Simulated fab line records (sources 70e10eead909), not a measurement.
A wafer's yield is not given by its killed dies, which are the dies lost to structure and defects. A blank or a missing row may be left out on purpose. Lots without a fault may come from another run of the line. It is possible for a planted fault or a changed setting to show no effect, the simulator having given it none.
The tool behind it: which one? ; flow nand harc ; 6 lots with 18 wafers sampled at 3 steps, on a route of 1159 steps

## WHAT EACH GAUGE READ, for each wafer
NHARC_P_GATE_INSPECT_28.
lot;measured;on;raw defect count
L825;day 5 21:08;defect inspect-01;7 3 9
L829;day 6 21:11;defect inspect-01;11 4 12
L831;day 7 07:09;defect inspect-02;7 8 2
L836;day 8 15:37;defect inspect-02;891 893 895
L838;day 9 00:55;defect inspect-01;9 8 13
L844;day 10 17:22;defect inspect-02;6 8 3

## EACH LOT AND THE TOOL THAT RAN IT (in order: tool; ch and the chambers of the sampled wafers; start)
lot;NHARC_P_STI_CMP_21;NHARC_P_GATE_HM_DEP_102
L825;cmp-02 ch 1,2,3, day 4 09:43;acl dep-03 ch 0, day 5 19:39
L829;cmp-02 ch 0,1,3, day 5 09:59;acl dep-01 ch 0, day 6 19:47
L831;cmp-03 ch 0,1,3, day 5 22:38;acl dep-01 ch 0, day 7 05:41
L836;cmp-04 ch 2,3, day 7 07:52;acl dep-03 ch 0, day 8 14:10
L838;cmp-02 ch 0,1, day 7 15:19;acl dep-01 ch 0, day 8 23:53
L844;cmp-04 ch 1,2, day 9 06:13;acl dep-01 ch 0, day 10 16:00
- NHARC_P_STI_CMP_21: polishes, t overpolish 20 s, target thk 380.67 nm.
- NHARC_P_GATE_HM_DEP_102: deposits aC, target thk 120 nm.

## THE ANSWER, worked out from the rows above alone
Rule: the usual values come from the lots themselves. The widest of any qualifying gaps counts: lots, ordered by their means at a reading, are off when they make up no more than a third of the lots, leave a main group of 4 or more, and stand apart from it by 3 or more times the standard deviation of that group's means. If all means in a main group match to the digits the tables above print for the reading, that group is not used. A lot without any number at a reading at which 4 lots or more have one is off too. The other lots that the step has rows for count as sound.
Off: L836, at NHARC_P_GATE_INSPECT_28 (raw defect count). For the main group the mean is 7 and the standard deviation 1.8.
If a tool, at a process step before that reading, ran all the lots that are off and no sound lot after the first of them, it fits. Those tools and the gauges at NHARC_P_GATE_INSPECT_28 are tried in the same way. One fits: NHARC_P_GATE_HM_DEP_102 on acl dep-03. Its last sound lot is L825 (day 5 19:39), its first lot that is off L836 (day 8 14:10): a fault that began between those two fits.

## WHAT HAD BEEN PUT IN BY THE SIMULATOR
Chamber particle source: acl dep-03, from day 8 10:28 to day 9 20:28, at NHARC_P_GATE_HM_DEP_102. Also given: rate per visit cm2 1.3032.
Shown lots that were struck: L836. Same finding as the rule above.
